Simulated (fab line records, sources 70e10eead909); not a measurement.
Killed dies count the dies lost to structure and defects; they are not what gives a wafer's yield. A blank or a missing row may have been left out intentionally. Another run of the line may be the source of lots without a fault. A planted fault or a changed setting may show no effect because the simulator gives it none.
One fault seen from 2 desks :: flow nand_harc :: every desk sees just its own numbers, and what lay behind them comes last

## THE DEFECT DESK
Counts from the inspections along the route, per lot, as means over the sampled wafers that have a number. Marked OUT: a lot whose mean sits more than 4 standard deviations from the usual mean, which makes it out of limits; the brackets give that distance.
Columns: A = raw_defect_count at NHARC_P_M1_INSPECT_27, usual 327; B = raw_defect_count at NHARC_P_M2_INSPECT_11, usual 4.3
lot: L325
first seen here: day 6 11:42
A: 297
B: 8.0

lot: L327
first seen here: day 7 01:32
A: 592
B: 5.0

lot: L329
first seen here: day 8 02:33
A: 297
B: 2.0

lot: L330
first seen here: day 8 06:29
A: 397
B: 3.7

lot: L333
first seen here: day 9 17:31
A: 220
B: 2.7

lot: L334
first seen here: day 10 03:39
A: 382
B: 2.3

lot: L335
first seen here: day 10 17:38
A: 299
B: 5.7

lot: L339
first seen here: day 12 11:47
A: 254
B: 4.3

lot: L338
first seen here: day 12 14:09
A: 190
B: 5.3

lot: L346
first seen here: day 14 22:26
A: 727
B: 474.3 (+99 or more) OUT

lot: L348
first seen here: day 15 17:36
A: 459
B: 238.7 (+99 or more) OUT
Finding of this desk: L346, L348 out of limits; the first was L346 at day 14 23:58, on raw_defect_count at NHARC_P_M2_INSPECT_11. Within limits: L325, L327, L329, L330, L333, L334, L335, L339, L338.

## DESK OF THE TOOL OWNER: cmp-04
The tool's own readings at NHARC_P_M1_CMP_23 (polishes, t overpolish 20 s, target thk 157.82 nm): means of the sampled wafers that have a number, for each lot that ran on this tool. Marked OUT: a lot whose mean sits more than 4 standard deviations from the usual mean, which makes it out of limits; the brackets give that distance.
Columns: A = motor_current_A at NHARC_P_M1_CMP_23, usual 12.4 A; B = time_to_endpoint_s at NHARC_P_M1_CMP_23, usual 27 s
lot: L325
first seen here: day 6 11:15
A: 12.8
B: 28

lot: L327
first seen here: day 7 01:04
A: 12.4
B: 28

lot: L334
first seen here: day 10 03:10
A: 11.9
B: 28

lot: L339
first seen here: day 12 11:20
A: 11.5
B: 28

lot: L338
first seen here: day 12 13:41
A: 12.7
B: 26

lot: L346
first seen here: day 14 21:58
A: 12.1
B: 28

lot: L348
first seen here: day 15 17:08
A: 12.5
B: 31
This desk found nothing out of limits on any of the 7 lots.

## TAKEN TOGETHER
The defect desk could have raised an alarm at day 14 23:58, on L346, L348.
The desk of the tool owner found nothing out of limits.
The tool owner's desk has L346, L348 on record, within its limits.
All the named lots went through NHARC_P_M1_CMP_23 on cmp-04.

## WHAT THE SIMULATOR HAD PUT IN
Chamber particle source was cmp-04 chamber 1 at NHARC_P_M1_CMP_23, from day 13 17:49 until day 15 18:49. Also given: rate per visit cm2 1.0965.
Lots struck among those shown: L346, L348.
Hours from the fault's start to each desk's first reading out of limits: the defect desk, 30.
